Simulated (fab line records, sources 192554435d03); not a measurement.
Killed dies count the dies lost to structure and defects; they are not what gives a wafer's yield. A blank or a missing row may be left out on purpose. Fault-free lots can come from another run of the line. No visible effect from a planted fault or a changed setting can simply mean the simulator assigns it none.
Split-lot experiment ; flow n5_finfet ; 21 wafers read across 7 lots, on a route 1938 steps long

## THE SPLIT
At N5_BEOL_M0_ETCH_128 (etches SiCN in CF4/N2, target depth 12 nm, overetch 5.1 nm, time 21.4 s), the setting source_w was moved away from the recipe's 430 W on 11 of the 21 wafers read, by -13.9% to +12.6%. The other wafers ran this setting at the recipe's value.

Reading taken at the split's own step.

## THE READING
rf_vpp_V, in V, at N5_BEOL_M0_ETCH_128 (etches SiCN in CF4/N2, target depth 12 nm, overetch 5.1 nm, time 21.4 s). On this fab line, fault-free wafers typically give 382.4 V with a standard deviation of 2.2 V.

wafer;tool, chamber at the split;source_w as run, W;against the recipe;rf_vpp_V, V;against lot-mates on the recipe
L075.1;rie_diel-03, 3;461.2;+7.3%;377.0;no lot-mate on the recipe
L075.4;rie_diel-03, 0;461.2;+7.3%;371.1;no lot-mate on the recipe
L075.5;rie_diel-03, 0;461.2;+7.3%;371.3;no lot-mate on the recipe
L078.1;rie_diel-04, 3;430;recipe;383.2;-
L078.2;rie_diel-04, 2;430;recipe;379.6;-
L078.4;rie_diel-04, 0;430;recipe;380.5;-
L084.2;rie_diel-02, 2;484.3;+12.6%;370.6;no lot-mate on the recipe
L084.3;rie_diel-02, 3;484.3;+12.6%;368.1;no lot-mate on the recipe
L084.5;rie_diel-02, 0;484.3;+12.6%;365.0;no lot-mate on the recipe
L085.2;rie_diel-03, 1;430;recipe;382.3;-
L085.4;rie_diel-03, 2;401.3;-6.7%;390.2;+7.2
L085.6;rie_diel-03, 1;430;recipe;383.6;-
L089.1;rie_diel-04, 1;461.9;+7.4%;373.4;no lot-mate on the recipe
L089.4;rie_diel-04, 2;461.9;+7.4%;371.7;no lot-mate on the recipe
L089.5;rie_diel-04, 2;461.9;+7.4%;371.0;no lot-mate on the recipe
L096.1;rie_diel-04, 1;430;recipe;381.3;-
L096.2;rie_diel-04, 0;430;recipe;380.9;-
L096.3;rie_diel-04, 2;430;recipe;377.9;-
L097.2;rie_diel-03, 0;370.3;-13.9%;406.5;+24.2
L097.4;rie_diel-03, 1;430;recipe;383.1;-
L097.6;rie_diel-03, 2;430;recipe;381.4;-

THE FIT
A straight line over all 21 wafers: rf_vpp_V changes by -1.32 V for each +1% of source_w; r = -0.96; the points scatter about the line by 2.6 V.
The same after taking each lot's own level away (the mean of its wafers on the recipe; 12 wafers): -1.64 V for each +1%; r = -0.97; scatter 1.8 V.
That fit puts the effect of the largest move of source_w on the reading at 23 V.
The lots' own levels span 380.03 to 382.95 V, that is 1.3 times the standard deviation above.
Thus the slope moves with the lot-to-lot level: the two fits are different.
Check: for one of the wafers moved furthest among these (-13.9%), held out of the fit, the line's prediction against its lot-mates is +15.1 V. It came out at +24.2 V against them.
Tool readings at the split's step, against how far the setting was moved: rf_vpp_V r = -0.96.

## OTHER SPLITS APPLIED TO THESE WAFERS
These wafers also went through other splits before the reading. Each is held against what the fit with the lots' levels taken away leaves over:
other split on the same wafers;wafers away from the commonest value;r with rf_vpp_V (lot level and that fit taken away)
N5_MOL_CONTACT_COAG_EXPOSE_37 dose_mj;7;-0.06
N5_BEOL_M0_SAQP_SPACER2_ALD_26 target_thk_a;3;+0.14
N5_BEOL_M0_SAQP_EXPOSE_37 dose_mj;7;-0.05
N5_BEOL_M0_ETCH_138 source_w;6;-0.34

## THE FILE'S OWN FIT
rf_vpp_V changes by -1.62 V for each +1% of source_w, r = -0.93.
